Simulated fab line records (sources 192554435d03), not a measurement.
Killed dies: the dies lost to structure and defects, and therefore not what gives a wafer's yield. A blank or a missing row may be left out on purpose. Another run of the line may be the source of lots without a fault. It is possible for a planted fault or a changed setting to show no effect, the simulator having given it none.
The tool behind it: which one? || flow n5Finfet || 11 lots, 31 wafers sampled, at 5 steps of a route of 1938

## WHAT THE GAUGES SHOWED, per wafer
No reading from a measuring or inspecting step in the record can be judged against a usual standard deviation.

## WHICH TOOL RAN EACH LOT (tool, then ch and the chambers of the sampled wafers, then the start)
{"lot": "L332", "N5_BEOL_M6_ETCH_41": "rieDiel-02 ch 0,2, day 8 12:01 or earlier", "N5_BEOL_M6_STRIP_80": "rieDiel-02 ch 0,2, day 8 12:01 or earlier", "N5_BEOL_M6_CVD_78": "cvdCo-02 ch 1,2, day 8 12:01", "N5_BEOL_M6_DEP_56": "pecvd-04 ch 0,2, day 8 13:12", "N5_PASSIVATION_PROBE_49": "prober-02, day 11 22:47"}
{"lot": "L334", "N5_BEOL_M6_ETCH_41": "rieDiel-02 ch 2,3, day 9 00:28 or earlier", "N5_BEOL_M6_STRIP_80": "rieDiel-02 ch 2,3, day 9 00:28 or earlier", "N5_BEOL_M6_CVD_78": "cvdCo-01 ch 0,1,2, day 9 00:28", "N5_BEOL_M6_DEP_56": "pecvd-03 ch 0,1,2, day 9 02:07", "N5_PASSIVATION_PROBE_49": "prober-02, day 12 00:09"}
{"lot": "L333", "N5_BEOL_M6_ETCH_41": "rieDiel-05 ch 1,2, day 9 02:52 or earlier", "N5_BEOL_M6_STRIP_80": "rieDiel-05 ch 1,2, day 9 02:52 or earlier", "N5_BEOL_M6_CVD_78": "cvdCo-01 ch 1,2, day 9 02:52", "N5_BEOL_M6_DEP_56": "pecvd-04 ch 0,1,2, day 9 04:05", "N5_PASSIVATION_PROBE_49": "prober-02, day 12 13:12"}
{"lot": "L337", "N5_BEOL_M6_ETCH_41": "rieDiel-05 ch 1,2, day 9 23:22 or earlier", "N5_BEOL_M6_STRIP_80": "rieDiel-05 ch 1,2, day 9 23:22 or earlier", "N5_BEOL_M6_CVD_78": "cvdCo-01 ch 0,2, day 9 23:22", "N5_BEOL_M6_DEP_56": "pecvd-04 ch 0,1,2, day 10 00:39", "N5_PASSIVATION_PROBE_49": "prober-02, day 13 04:38"}
{"lot": "L339", "N5_BEOL_M6_ETCH_41": "rieDiel-04 ch 0,2, day 10 03:14 or earlier", "N5_BEOL_M6_STRIP_80": "rieDiel-04 ch 0,2, day 10 03:14 or earlier", "N5_BEOL_M6_CVD_78": "cvdCo-02 ch 0,1,2, day 10 03:14", "N5_BEOL_M6_DEP_56": "pecvd-04 ch 0,2, day 10 04:14", "N5_PASSIVATION_PROBE_49": "prober-02, day 13 15:41"}
{"lot": "L340", "N5_BEOL_M6_ETCH_41": "rieDiel-04 ch 0,3, day 10 15:27 or earlier", "N5_BEOL_M6_STRIP_80": "rieDiel-04 ch 0,3, day 10 15:27 or earlier", "N5_BEOL_M6_CVD_78": "cvdCo-02 ch 0,2, day 10 15:27", "N5_BEOL_M6_DEP_56": "pecvd-03 ch 0,1, day 10 16:39", "N5_PASSIVATION_PROBE_49": "prober-02, day 14 03:38"}
{"lot": "L342", "N5_BEOL_M6_ETCH_41": "rieDiel-05 ch 0,2, day 11 00:29 or earlier", "N5_BEOL_M6_STRIP_80": "rieDiel-05 ch 0,2, day 11 00:29 or earlier", "N5_BEOL_M6_CVD_78": "cvdCo-01 ch 1,2, day 11 00:29", "N5_BEOL_M6_DEP_56": "pecvd-03 ch 0,1,2, day 11 02:56", "N5_PASSIVATION_PROBE_49": "prober-02, day 14 16:54"}
{"lot": "L344", "N5_BEOL_M6_ETCH_41": "rieDiel-02 ch 0,2,3, day 11 17:46 or earlier", "N5_BEOL_M6_STRIP_80": "rieDiel-02 ch 0,2,3, day 11 17:46 or earlier", "N5_BEOL_M6_CVD_78": "cvdCo-02 ch 0,1, day 11 17:46", "N5_BEOL_M6_DEP_56": "pecvd-03 ch 0,1, day 11 18:46", "N5_PASSIVATION_PROBE_49": "prober-02, day 14 23:43"}
{"lot": "L348", "N5_BEOL_M6_ETCH_41": "rieDiel-04 ch 1,3, day 13 12:46 or earlier", "N5_BEOL_M6_STRIP_80": "rieDiel-04 ch 1,3, day 13 12:46 or earlier", "N5_BEOL_M6_CVD_78": "cvdCo-02 ch 1,2, day 13 12:46", "N5_BEOL_M6_DEP_56": "pecvd-04 ch 2, day 13 13:55", "N5_PASSIVATION_PROBE_49": "prober-01, day 17 01:01"}
{"lot": "L350", "N5_BEOL_M6_ETCH_41": "rieDiel-04 ch 0,3, day 13 21:53 or earlier", "N5_BEOL_M6_STRIP_80": "rieDiel-04 ch 0,3, day 13 21:53 or earlier", "N5_BEOL_M6_CVD_78": "cvdCo-02 ch 1,2, day 13 21:53", "N5_BEOL_M6_DEP_56": "pecvd-03 ch 0,1, day 14 00:05", "N5_PASSIVATION_PROBE_49": "prober-01, day 17 09:23"}
{"lot": "L355", "N5_BEOL_M6_ETCH_41": "rieDiel-04 ch 1,2, day 14 18:56 or earlier", "N5_BEOL_M6_STRIP_80": "rieDiel-04 ch 1,2, day 14 18:56 or earlier", "N5_BEOL_M6_CVD_78": "cvdCo-01 ch 0,2, day 14 18:56", "N5_BEOL_M6_DEP_56": "pecvd-03 ch 0,1,2, day 14 20:01", "N5_PASSIVATION_PROBE_49": "prober-01, day 18 13:36"}
- N5_BEOL_M6_ETCH_41: etches SiCN in CH3F/O2, target depth 29.7 nm, time 52 s.
- N5_BEOL_M6_STRIP_80: strips in N2/H2, time 10 s.
- N5_BEOL_M6_CVD_78: deposits Co from CCTBA/H2, target thk 2 nm, time 142.3 s.
- N5_BEOL_M6_DEP_56: deposits SiCN from 3MS/NH3, target thk 10 nm, time 17.5 s.
- N5_PASSIVATION_PROBE_49

## AS READ BY THE TOOLS THEMSELVES (means over the sampled wafers that have a number; for cases with no such wafer, the mark the record gives instead)
N5_BEOL_M6_ETCH_41. Usual: chamberPressureMTorr 30.00 mTorr, standard deviation 0.03; drypumpMotorCurrentA 5.7 A, standard deviation 0.37; oesProductAu 0.81 a.u., standard deviation 0.1; rfVppV 297.2 V, standard deviation 1.7; showerheadPlenumPTorr 1.99 Torr, standard deviation 0.079; throttleValvePct 16.19 %, standard deviation 0.22.
{"lot": "L332", "tool": "rieDiel-02", "chamberPressureMTorr (mTorr)": 30.00, "drypumpMotorCurrentA (A)": 5.8, "oesProductAu (a.u.)": 0.68, "rfVppV (V)": 296.2, "showerheadPlenumPTorr (Torr)": 1.94, "throttleValvePct (%)": 16.44, "flag": ""}
{"lot": "L334", "tool": "rieDiel-02", "chamberPressureMTorr (mTorr)": 30.00, "drypumpMotorCurrentA (A)": 5.9, "oesProductAu (a.u.)": 0.68, "rfVppV (V)": 296.5, "showerheadPlenumPTorr (Torr)": 1.97, "throttleValvePct (%)": 16.43, "flag": ""}
{"lot": "L333", "tool": "rieDiel-05", "chamberPressureMTorr (mTorr)": 30.02, "drypumpMotorCurrentA (A)": 6.0, "oesProductAu (a.u.)": 0.73, "rfVppV (V)": 297.4, "showerheadPlenumPTorr (Torr)": 1.99, "throttleValvePct (%)": 16.31, "flag": ""}
{"lot": "L337", "tool": "rieDiel-05", "chamberPressureMTorr (mTorr)": 30.02, "drypumpMotorCurrentA (A)": 5.9, "oesProductAu (a.u.)": 0.74, "rfVppV (V)": 297.1, "showerheadPlenumPTorr (Torr)": 1.98, "throttleValvePct (%)": 16.33, "flag": ""}
{"lot": "L339", "tool": "rieDiel-04", "chamberPressureMTorr (mTorr)": 30.01, "drypumpMotorCurrentA (A)": 5.5, "oesProductAu (a.u.)": 0.78, "rfVppV (V)": 297.5, "showerheadPlenumPTorr (Torr)": 2.06, "throttleValvePct (%)": 16.38, "flag": ""}
{"lot": "L340", "tool": "rieDiel-04", "chamberPressureMTorr (mTorr)": 30.01, "drypumpMotorCurrentA (A)": 5.8, "oesProductAu (a.u.)": 0.85, "rfVppV (V)": 298.6, "showerheadPlenumPTorr (Torr)": 2.06, "throttleValvePct (%)": 16.15, "flag": ""}
{"lot": "L342", "tool": "rieDiel-05", "chamberPressureMTorr (mTorr)": 29.99, "drypumpMotorCurrentA (A)": 5.4, "oesProductAu (a.u.)": 0.76, "rfVppV (V)": 295.3, "showerheadPlenumPTorr (Torr)": 1.89, "throttleValvePct (%)": 16.11, "flag": ""}
{"lot": "L344", "tool": "rieDiel-02", "chamberPressureMTorr (mTorr)": 29.99, "drypumpMotorCurrentA (A)": 6.1, "oesProductAu (a.u.)": 0.75, "rfVppV (V)": 296.1, "showerheadPlenumPTorr (Torr)": 1.95, "throttleValvePct (%)": 16.20, "flag": ""}
{"lot": "L348", "tool": "rieDiel-04", "chamberPressureMTorr (mTorr)": 30.02, "drypumpMotorCurrentA (A)": 5.8, "oesProductAu (a.u.)": 0.77, "rfVppV (V)": 297.5, "showerheadPlenumPTorr (Torr)": 2.00, "throttleValvePct (%)": 16.11, "flag": ""}
{"lot": "L350", "tool": "rieDiel-04", "chamberPressureMTorr (mTorr)": 30.02, "drypumpMotorCurrentA (A)": 5.8, "oesProductAu (a.u.)": 0.83, "rfVppV (V)": 297.5, "showerheadPlenumPTorr (Torr)": 2.02, "throttleValvePct (%)": 16.14, "flag": ""}
{"lot": "L355", "tool": "rieDiel-04", "chamberPressureMTorr (mTorr)": 30.00, "drypumpMotorCurrentA (A)": 5.4, "oesProductAu (a.u.)": 0.92, "rfVppV (V)": 297.2, "showerheadPlenumPTorr (Torr)": 1.99, "throttleValvePct (%)": 16.07, "flag": ""}

N5_BEOL_M6_STRIP_80. Usual: chamberPressureMTorr 20.000 mTorr, standard deviation 0.019; drypumpMotorCurrentA 5.7 A, standard deviation 0.37; oesProductAu 0.81 a.u., standard deviation 0.1; rfVppV 59.1 V, standard deviation 0.81; showerheadPlenumPTorr 2.54 Torr, standard deviation 0.11; throttleValvePct 23.7 %, standard deviation 0.32.
{"lot": "L332", "tool": "rieDiel-02", "chamberPressureMTorr (mTorr)": 20.013, "drypumpMotorCurrentA (A)": 5.8, "oesProductAu (a.u.)": 0.69, "rfVppV (V)": 58.3, "showerheadPlenumPTorr (Torr)": 2.49, "throttleValvePct (%)": 23.8, "flag": ""}
{"lot": "L334", "tool": "rieDiel-02", "chamberPressureMTorr (mTorr)": 20.014, "drypumpMotorCurrentA (A)": 5.9, "oesProductAu (a.u.)": 0.69, "rfVppV (V)": 57.9, "showerheadPlenumPTorr (Torr)": 2.52, "throttleValvePct (%)": 23.9, "flag": ""}
{"lot": "L333", "tool": "rieDiel-05", "chamberPressureMTorr (mTorr)": 19.997, "drypumpMotorCurrentA (A)": 5.9, "oesProductAu (a.u.)": 0.75, "rfVppV (V)": 59.0, "showerheadPlenumPTorr (Torr)": 2.53, "throttleValvePct (%)": 23.6, "flag": ""}
{"lot": "L337", "tool": "rieDiel-05", "chamberPressureMTorr (mTorr)": 19.984, "drypumpMotorCurrentA (A)": 5.9, "oesProductAu (a.u.)": 0.74, "rfVppV (V)": 59.0, "showerheadPlenumPTorr (Torr)": 2.53, "throttleValvePct (%)": 23.6, "flag": ""}
{"lot": "L339", "tool": "rieDiel-04", "chamberPressureMTorr (mTorr)": 19.990, "drypumpMotorCurrentA (A)": 5.5, "oesProductAu (a.u.)": 0.79, "rfVppV (V)": 59.5, "showerheadPlenumPTorr (Torr)": 2.65, "throttleValvePct (%)": 24.0, "flag": ""}
{"lot": "L340", "tool": "rieDiel-04", "chamberPressureMTorr (mTorr)": 20.011, "drypumpMotorCurrentA (A)": 5.8, "oesProductAu (a.u.)": 0.86, "rfVppV (V)": 58.9, "showerheadPlenumPTorr (Torr)": 2.62, "throttleValvePct (%)": 23.6, "flag": ""}
{"lot": "L342", "tool": "rieDiel-05", "chamberPressureMTorr (mTorr)": 19.981, "drypumpMotorCurrentA (A)": 5.3, "oesProductAu (a.u.)": 0.78, "rfVppV (V)": 58.9, "showerheadPlenumPTorr (Torr)": 2.41, "throttleValvePct (%)": 23.4, "flag": ""}
{"lot": "L344", "tool": "rieDiel-02", "chamberPressureMTorr (mTorr)": 19.989, "drypumpMotorCurrentA (A)": 6.1, "oesProductAu (a.u.)": 0.75, "rfVppV (V)": 59.7, "showerheadPlenumPTorr (Torr)": 2.48, "throttleValvePct (%)": 23.6, "flag": ""}
{"lot": "L348", "tool": "rieDiel-04", "chamberPressureMTorr (mTorr)": 19.990, "drypumpMotorCurrentA (A)": 5.8, "oesProductAu (a.u.)": 0.77, "rfVppV (V)": 58.7, "showerheadPlenumPTorr (Torr)": 2.53, "throttleValvePct (%)": 23.4, "flag": ""}
{"lot": "L350", "tool": "rieDiel-04", "chamberPressureMTorr (mTorr)": 19.996, "drypumpMotorCurrentA (A)": 5.8, "oesProductAu (a.u.)": 0.83, "rfVppV (V)": 59.2, "showerheadPlenumPTorr (Torr)": 2.57, "throttleValvePct (%)": 23.5, "flag": ""}
{"lot": "L355", "tool": "rieDiel-04", "chamberPressureMTorr (mTorr)": 19.991, "drypumpMotorCurrentA (A)": 5.3, "oesProductAu (a.u.)": 0.91, "rfVppV (V)": 59.2, "showerheadPlenumPTorr (Torr)": 2.54, "throttleValvePct (%)": 23.8, "flag": ""}

N5_BEOL_M6_CVD_78. Usual: runLengthS at 165.4 s, with a standard deviation of 0.56.
{"lot": "L332", "tool": "cvdCo-02", "runLengthS (s)": 165.1, "flag": ""}
{"lot": "L334", "tool": "cvdCo-01", "runLengthS (s)": 165.4, "flag": ""}
{"lot": "L333", "tool": "cvdCo-01", "runLengthS (s)": 165.0, "flag": ""}
{"lot": "L337", "tool": "cvdCo-01", "runLengthS (s)": 165.0, "flag": ""}
{"lot": "L339", "tool": "cvdCo-02", "runLengthS (s)": 165.3, "flag": ""}
{"lot": "L340", "tool": "cvdCo-02", "runLengthS (s)": 165.2, "flag": ""}
{"lot": "L342", "tool": "cvdCo-01", "runLengthS (s)": 164.8, "flag": ""}
{"lot": "L344", "tool": "cvdCo-02", "runLengthS (s)": 165.4, "flag": ""}
{"lot": "L348", "tool": "cvdCo-02", "runLengthS (s)": 114.5, "flag": "OFF"}
{"lot": "L350", "tool": "cvdCo-02", "runLengthS (s)": 114.2, "flag": "OFF"}
{"lot": "L355", "tool": "cvdCo-01", "runLengthS (s)": 165.8, "flag": ""}

N5_BEOL_M6_DEP_56. Usual: showerheadPlenumPTorr 3.670 Torr, standard deviation 0.011; throttleValvePct 9.2 %, standard deviation 0.54.
{"lot": "L332", "tool": "pecvd-04", "showerheadPlenumPTorr (Torr)": 3.677, "throttleValvePct (%)": 9.6, "flag": ""}
{"lot": "L334", "tool": "pecvd-03", "showerheadPlenumPTorr (Torr)": 3.671, "throttleValvePct (%)": 8.9, "flag": ""}
{"lot": "L333", "tool": "pecvd-04", "showerheadPlenumPTorr (Torr)": 3.671, "throttleValvePct (%)": 9.5, "flag": ""}
{"lot": "L337", "tool": "pecvd-04", "showerheadPlenumPTorr (Torr)": 3.665, "throttleValvePct (%)": 9.5, "flag": ""}
{"lot": "L339", "tool": "pecvd-04", "showerheadPlenumPTorr (Torr)": 3.677, "throttleValvePct (%)": 9.5, "flag": ""}
{"lot": "L340", "tool": "pecvd-03", "showerheadPlenumPTorr (Torr)": 3.668, "throttleValvePct (%)": 8.9, "flag": ""}
{"lot": "L342", "tool": "pecvd-03", "showerheadPlenumPTorr (Torr)": 3.673, "throttleValvePct (%)": 8.9, "flag": ""}
{"lot": "L344", "tool": "pecvd-03", "showerheadPlenumPTorr (Torr)": 3.672, "throttleValvePct (%)": 9.1, "flag": ""}
{"lot": "L348", "tool": "pecvd-04", "showerheadPlenumPTorr (Torr)": 3.679, "throttleValvePct (%)": 8.6, "flag": ""}
{"lot": "L350", "tool": "pecvd-03", "showerheadPlenumPTorr (Torr)": 3.671, "throttleValvePct (%)": 9.1, "flag": ""}
{"lot": "L355", "tool": "pecvd-03", "showerheadPlenumPTorr (Torr)": 3.673, "throttleValvePct (%)": 8.9, "flag": ""}

N5_PASSIVATION_PROBE_49. Usual: defectLimitedYield 91.2 %, standard deviation 1.6; killed_at_M0_to_M3 34, standard deviation 11; killed_at_M4_up 13, standard deviation 5.2; killedAtContacts 13, standard deviation 6.3; killedAtFrontEnd 40, standard deviation 14; killedAtOther 3.2, standard deviation 2.4; killedDies 104, standard deviation 19; killedOpen 69, standard deviation 14; killedShort 32, standard deviation 7.5; sort_bin_4_leakage 0.00 %, standard deviation 0.04; sort_bin_5_function 5.3 %, standard deviation 1.1; sort_bin_6_memory 3.2 %, standard deviation 0.73; sort_bin_8_speed 0.01 %, standard deviation 0.038; sortNPass 1076, standard deviation 19; sortYieldPct 91.2 %, standard deviation 1.6.
{"lot": "L332", "tool": "prober-02", "defectLimitedYield (%)": 93.5, "killed_at_M0_to_M3": 20, "killed_at_M4_up": 11, "killedAtContacts": 18, "killedAtFrontEnd": 24, "killedAtOther": 3.0, "killedDies": 76, "killedOpen": 47, "killedShort": 27, "sort_bin_4_leakage (%)": 0.00, "sort_bin_5_function (%)": 4.2, "sort_bin_6_memory (%)": 2.1, "sort_bin_8_speed (%)": 0.00, "sortNPass": 1104, "sortYieldPct (%)": 93.5, "flag": ""}
{"lot": "L334", "tool": "prober-02", "defectLimitedYield (%)": 92.1, "killed_at_M0_to_M3": 21, "killed_at_M4_up": 16, "killedAtContacts": 16, "killedAtFrontEnd": 38, "killedAtOther": 2.0, "killedDies": 93, "killedOpen": 66, "killedShort": 25, "sort_bin_4_leakage (%)": 0.00, "sort_bin_5_function (%)": 5.1, "sort_bin_6_memory (%)": 2.7, "sort_bin_8_speed (%)": 0.03, "sortNPass": 1087, "sortYieldPct (%)": 92.1, "flag": ""}
{"lot": "L333", "tool": "prober-02", "defectLimitedYield (%)": 91.0, "killed_at_M0_to_M3": 19, "killed_at_M4_up": 11, "killedAtContacts": 14, "killedAtFrontEnd": 60, "killedAtOther": 2.0, "killedDies": 106, "killedOpen": 72, "killedShort": 31, "sort_bin_4_leakage (%)": 0.11, "sort_bin_5_function (%)": 5.1, "sort_bin_6_memory (%)": 3.4, "sort_bin_8_speed (%)": 0.00, "sortNPass": 1073, "sortYieldPct (%)": 90.9, "flag": ""}
{"lot": "L337", "tool": "prober-02", "defectLimitedYield (%)": 91.2, "killed_at_M0_to_M3": 32, "killed_at_M4_up": 12, "killedAtContacts": 6, "killedAtFrontEnd": 51, "killedAtOther": 3.7, "killedDies": 104, "killedOpen": 73, "killedShort": 29, "sort_bin_4_leakage (%)": 0.00, "sort_bin_5_function (%)": 5.3, "sort_bin_6_memory (%)": 3.2, "sort_bin_8_speed (%)": 0.00, "sortNPass": 1076, "sortYieldPct (%)": 91.2, "flag": ""}
{"lot": "L339", "tool": "prober-02", "defectLimitedYield (%)": 92.4, "killed_at_M0_to_M3": 27, "killed_at_M4_up": 9, "killedAtContacts": 19, "killedAtFrontEnd": 31, "killedAtOther": 4.3, "killedDies": 90, "killedOpen": 61, "killedShort": 27, "sort_bin_4_leakage (%)": 0.00, "sort_bin_5_function (%)": 4.8, "sort_bin_6_memory (%)": 2.7, "sort_bin_8_speed (%)": 0.00, "sortNPass": 1090, "sortYieldPct (%)": 92.4, "flag": ""}
{"lot": "L340", "tool": "prober-02", "defectLimitedYield (%)": 91.8, "killed_at_M0_to_M3": 34, "killed_at_M4_up": 9, "killedAtContacts": 10, "killedAtFrontEnd": 39, "killedAtOther": 4.3, "killedDies": 97, "killedOpen": 69, "killedShort": 27, "sort_bin_4_leakage (%)": 0.00, "sort_bin_5_function (%)": 4.7, "sort_bin_6_memory (%)": 3.0, "sort_bin_8_speed (%)": 0.00, "sortNPass": 1083, "sortYieldPct (%)": 91.8, "flag": ""}
{"lot": "L342", "tool": "prober-02", "defectLimitedYield (%)": 90.0, "killed_at_M0_to_M3": 34, "killed_at_M4_up": 12, "killedAtContacts": 14, "killedAtFrontEnd": 54, "killedAtOther": 4.3, "killedDies": 118, "killedOpen": 74, "killedShort": 42, "sort_bin_4_leakage (%)": 0.00, "sort_bin_5_function (%)": 5.8, "sort_bin_6_memory (%)": 3.9, "sort_bin_8_speed (%)": 0.03, "sortNPass": 1062, "sortYieldPct (%)": 90.0, "flag": ""}
{"lot": "L344", "tool": "prober-02", "defectLimitedYield (%)": 90.5, "killed_at_M0_to_M3": 29, "killed_at_M4_up": 19, "killedAtContacts": 13, "killedAtFrontEnd": 46, "killedAtOther": 4.3, "killedDies": 112, "killedOpen": 78, "killedShort": 32, "sort_bin_4_leakage (%)": 0.00, "sort_bin_5_function (%)": 5.9, "sort_bin_6_memory (%)": 3.2, "sort_bin_8_speed (%)": 0.00, "sortNPass": 1068, "sortYieldPct (%)": 90.5, "flag": ""}
{"lot": "L348", "tool": "prober-01", "defectLimitedYield (%)": 89.9, "killed_at_M0_to_M3": 38, "killed_at_M4_up": 16, "killedAtContacts": 15, "killedAtFrontEnd": 49, "killedAtOther": 1.0, "killedDies": 119, "killedOpen": 80, "killedShort": 38, "sort_bin_4_leakage (%)": 0.00, "sort_bin_5_function (%)": 5.3, "sort_bin_6_memory (%)": 4.7, "sort_bin_8_speed (%)": 0.00, "sortNPass": 1061, "sortYieldPct (%)": 89.9, "flag": ""}
{"lot": "L350", "tool": "prober-01", "defectLimitedYield (%)": 91.2, "killed_at_M0_to_M3": 34, "killed_at_M4_up": 12, "killedAtContacts": 22, "killedAtFrontEnd": 34, "killedAtOther": 2.0, "killedDies": 104, "killedOpen": 70, "killedShort": 31, "sort_bin_4_leakage (%)": 0.00, "sort_bin_5_function (%)": 4.8, "sort_bin_6_memory (%)": 3.5, "sort_bin_8_speed (%)": 0.00, "sortNPass": 1076, "sortYieldPct (%)": 91.2, "flag": ""}
{"lot": "L355", "tool": "prober-01", "defectLimitedYield (%)": 89.9, "killed_at_M0_to_M3": 42, "killed_at_M4_up": 10, "killedAtContacts": 9, "killedAtFrontEnd": 54, "killedAtOther": 2.7, "killedDies": 118, "killedOpen": 80, "killedShort": 37, "sort_bin_4_leakage (%)": 0.00, "sort_bin_5_function (%)": 6.5, "sort_bin_6_memory (%)": 3.2, "sort_bin_8_speed (%)": 0.00, "sortNPass": 1062, "sortYieldPct (%)": 89.9, "flag": ""}

## THE ANSWER, worked out from the rows above alone
Rule: a lot counts as off when the mean over its wafers that have a number is more than 3 standard deviations away from the usual mean. Also off: a lot with no number at a reading for which 4 or more lots have one. Any other lot the step has rows for is counted as sound. After the gauges, taken in route order, come the tools' own readings; for these a lot's mean is taken, as printed above. At the first step where some lot is off, the reading lying furthest off is the one used; lots without a number count as furthest.
Off: L348, L350, at N5_BEOL_M6_CVD_78 (runLengthS).
A tool fits if, at that step or a process step before it, it ran every lot that is off, and no sound lot after the first of them. N5_BEOL_M6_ETCH_41 gives no start for some lots, so the hours and the order of its lots are those of N5_BEOL_M6_CVD_78. N5_BEOL_M6_STRIP_80 gives no start for some lots, so the hours and the order of its lots are those of N5_BEOL_M6_CVD_78. One fits: N5_BEOL_M6_CVD_78 on cvdCo-02. A fault onset in the window from L344 (day 11 17:46, its last sound lot) to L348 (day 13 12:46, its first lot off) fits.
The tool's own readings at N5_BEOL_M6_CVD_78 bear it out: on the lots that are off they differ by more than 5 times the standard deviation of the sound lots' means. runLengthS reads 114.3 s there against 165.2 s on the sound lots.

## WHAT THE SIMULATOR HAD INSERTED
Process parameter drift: cvdCo-02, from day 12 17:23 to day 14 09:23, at N5_BEOL_M6_CVD_78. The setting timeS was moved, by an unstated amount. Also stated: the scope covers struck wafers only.
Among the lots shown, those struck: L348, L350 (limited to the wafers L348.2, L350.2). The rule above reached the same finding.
